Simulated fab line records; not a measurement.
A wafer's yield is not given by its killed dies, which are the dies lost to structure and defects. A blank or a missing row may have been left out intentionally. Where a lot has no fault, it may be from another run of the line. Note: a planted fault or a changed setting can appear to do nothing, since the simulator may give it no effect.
Matching of chambers    flow nandHarc    NHARC_A_STAIRCASE_DEP_325 on pecvd-03: 3 sister chambers
The step deposits SiO2, target thk 3800 nm. 14 wafers are shown with their chamber, then 7 later ones without.

WAFERS PAIRED WITH THEIR CHAMBERS
wafer   chamber  heaterPowerW (W)  susceptorTempC (C)
L078.1  2        659               399.48
L078.4  2        661               399.61
L078.6  0        472               399.90
L080.1  2        690               399.95
L080.4  0        476               400.15
L080.5  2        644               400.32
L085.2  2        767               400.33
L085.3  0        571               399.67
L085.6  2        642               400.28
L083.4  2        646               399.94
L083.5  0        474               399.97
L083.6  1        714               400.14
L092.4  1        708               400.06
L092.5  0        482               399.87

SIGNATURES (averages over the wafers above)
reading         chamber 0  chamber 1  chamber 2  scatter within a chamber
heaterPowerW    495.00     711.00     672.71     41.9
susceptorTempC  399.9120   400.1000   399.9871   0.276
Rule: for a wafer and a chamber, the distance is found by dividing, reading by reading, the gap between the wafer's reading and the chamber's mean by the reading's scatter, squaring, summing and taking the root. The wafer belongs to the nearest chamber; if the next one is less than 2 further off, it can't be placed. The scatter: the root of (the sum of the squares of (reading less its chamber's mean) over the shown wafers, divided by (wafers less chambers)).

WAFERS WHOSE CHAMBER IS MISSING
wafer   heaterPowerW (W)  susceptorTempC (C)
L092.6  646               399.89
L091.2  810               400.22
L091.4  644               399.87
L091.5  720               400.15
L095.3  544               400.01
L095.4  461               400.11
L095.6  654               400.01

CHAMBER TAKEN BY EACH
wafer   from the rows above      in truth
L092.6  can't be placed: 2 or 1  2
L091.2  can't be placed: 1 or 2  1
L091.4  can't be placed: 2 or 1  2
L091.5  can't be placed: 1 or 2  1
L095.3  can't be placed: 0 or 2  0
L095.4  0                        0
L095.6  can't be placed: 2 or 1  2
1 of 7 placed correctly. From these rows, 6 cannot be placed; in 6 the true chamber is one of the candidates. Placed wrongly: 0.
